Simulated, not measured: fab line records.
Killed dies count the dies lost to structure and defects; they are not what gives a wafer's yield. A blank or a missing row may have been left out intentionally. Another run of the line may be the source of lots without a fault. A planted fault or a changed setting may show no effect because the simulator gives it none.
Matching of chambers / flow nandHarc / NHARC_A_STAIRCASE_DEP_322 on pecvd-01 has 3 sister chambers
The step deposits SiO2, target thk 7200 nm. 18 wafers are shown with their chamber, then 9 later ones without.

WAFERS, EACH WITH ITS CHAMBER
wafer=L077.2; chamber=1; heaterPowerW (W)=672; heaterPowerOuterW (W)=401
wafer=L077.3; chamber=0; heaterPowerW (W)=806; heaterPowerOuterW (W)=459
wafer=L077.6; chamber=1; heaterPowerW (W)=573; heaterPowerOuterW (W)=338
wafer=L079.1; chamber=0; heaterPowerW (W)=769; heaterPowerOuterW (W)=463
wafer=L079.2; chamber=1; heaterPowerW (W)=701; heaterPowerOuterW (W)=417
wafer=L079.6; chamber=0; heaterPowerW (W)=638; heaterPowerOuterW (W)=362
wafer=L081.2; chamber=1; heaterPowerW (W)=728; heaterPowerOuterW (W)=438
wafer=L081.3; chamber=0; heaterPowerW (W)=735; heaterPowerOuterW (W)=436
wafer=L081.4; chamber=1; heaterPowerW (W)=563; heaterPowerOuterW (W)=328
wafer=L085.1; chamber=0; heaterPowerW (W)=729; heaterPowerOuterW (W)=434
wafer=L085.2; chamber=2; heaterPowerW (W)=723; heaterPowerOuterW (W)=440
wafer=L085.3; chamber=1; heaterPowerW (W)=691; heaterPowerOuterW (W)=391
wafer=L088.3; chamber=1; heaterPowerW (W)=716; heaterPowerOuterW (W)=411
wafer=L088.4; chamber=1; heaterPowerW (W)=590; heaterPowerOuterW (W)=339
wafer=L088.6; chamber=2; heaterPowerW (W)=624; heaterPowerOuterW (W)=357
wafer=L091.2; chamber=1; heaterPowerW (W)=641; heaterPowerOuterW (W)=372
wafer=L091.4; chamber=2; heaterPowerW (W)=587; heaterPowerOuterW (W)=331
wafer=L091.5; chamber=0; heaterPowerW (W)=632; heaterPowerOuterW (W)=356

SIGNATURES, as means of the wafers listed above
reading=heaterPowerW; chamber 0=718.17; chamber 1=652.78; chamber 2=644.67; scatter within a chamber=66.7
reading=heaterPowerOuterW; chamber 0=418.33; chamber 1=381.67; chamber 2=376.00; scatter within a chamber=44.9
Rule: for each reading, subtract the chamber's mean from the wafer's reading, divide by that reading's scatter and square the result; add these up over the readings and take the root, which gives the wafer's distance from the chamber. The wafer belongs to the nearest chamber; if the next one is less than 2 further off, it can't be placed. The scatter is the square root of a quotient: the sum, over the shown wafers, of each reading's squared deviation from its chamber's mean, divided by wafers minus chambers.

WAFERS WHOSE CHAMBER IS MISSING
wafer=L092.4; heaterPowerW (W)=632; heaterPowerOuterW (W)=364
wafer=L092.5; heaterPowerW (W)=594; heaterPowerOuterW (W)=348
wafer=L092.6; heaterPowerW (W)=635; heaterPowerOuterW (W)=356
wafer=L094.2; heaterPowerW (W)=692; heaterPowerOuterW (W)=414
wafer=L094.4; heaterPowerW (W)=642; heaterPowerOuterW (W)=358
wafer=L094.5; heaterPowerW (W)=611; heaterPowerOuterW (W)=357
wafer=L095.1; heaterPowerW (W)=752; heaterPowerOuterW (W)=467
wafer=L095.2; heaterPowerW (W)=637; heaterPowerOuterW (W)=379
wafer=L095.5; heaterPowerW (W)=578; heaterPowerOuterW (W)=336

WHICH CHAMBER EACH ONE RAN IN
wafer=L092.4; from the rows above=can't be placed: 2 or 1 or 0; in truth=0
wafer=L092.5; from the rows above=can't be placed: 2 or 1 or 0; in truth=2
wafer=L092.6; from the rows above=can't be placed: 2 or 1 or 0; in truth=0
wafer=L094.2; from the rows above=can't be placed: 0 or 1 or 2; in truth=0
wafer=L094.4; from the rows above=can't be placed: 2 or 1 or 0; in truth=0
wafer=L094.5; from the rows above=can't be placed: 2 or 1 or 0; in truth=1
wafer=L095.1; from the rows above=can't be placed: 0 or 1 or 2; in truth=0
wafer=L095.2; from the rows above=can't be placed: 2 or 1 or 0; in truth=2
wafer=L095.5; from the rows above=can't be placed: 2 or 1 or 0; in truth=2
0 of 9 placed correctly. Not placeable from these rows: 9 (in 9, the candidates include the true chamber). 0 placed wrongly.
